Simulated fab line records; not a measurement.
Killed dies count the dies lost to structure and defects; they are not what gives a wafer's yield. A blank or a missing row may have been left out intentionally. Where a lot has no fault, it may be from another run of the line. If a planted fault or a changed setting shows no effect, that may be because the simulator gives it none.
Chamber matching | flow nandHarc | NHARC_P_BONDPAD_DEP_00 on pecvd-01 has 3 sister chambers
The step deposits SiCN, target thk 250 nm. 3 wafers are shown with their chamber, then 7 later ones without.

== WAFERS, EACH WITH ITS CHAMBER ==
wafer  | chamber | heaterPowerW (W)
L087.4 | 1       | 494
L091.1 | 2       | 690
L091.2 | 0       | 621

== WAFERS WITH NO CHAMBER GIVEN ==
wafer  | heaterPowerW (W)
L091.3 | 484
L090.3 | 706
L090.4 | 471
L090.6 | 715
L094.1 | 523
L094.4 | 564
L094.6 | 658

== THE CHAMBER EACH PASSED THROUGH ==
wafer  | from the rows above     | in truth
L091.3 | 1                       | 1
L090.3 | 2                       | 2
L090.4 | 1                       | 1
L090.6 | 2                       | 2
L094.1 | 1                       | 1
L094.4 | can't be placed: 0 or 1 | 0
L094.6 | can't be placed: 2 or 0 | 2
5 of 7 placed correctly. Unplaceable from these rows: 2, with the true chamber sitting among the candidates in 2. Placed wrongly: 0.
How it was worked out, from the rows above alone: a wafer's distance from a chamber is the root of the sum, over the readings, of the square of ((its reading less the chamber's mean) divided by the reading's scatter). The wafer belongs to the nearest chamber; if the next one is less than 2 further off, it can't be placed. For every chamber, the mean is computed from those of its wafers that are shown. The scatter: root of mean squared gap, hidden wafer to nearest shown wafer, with one shown wafer a chamber.
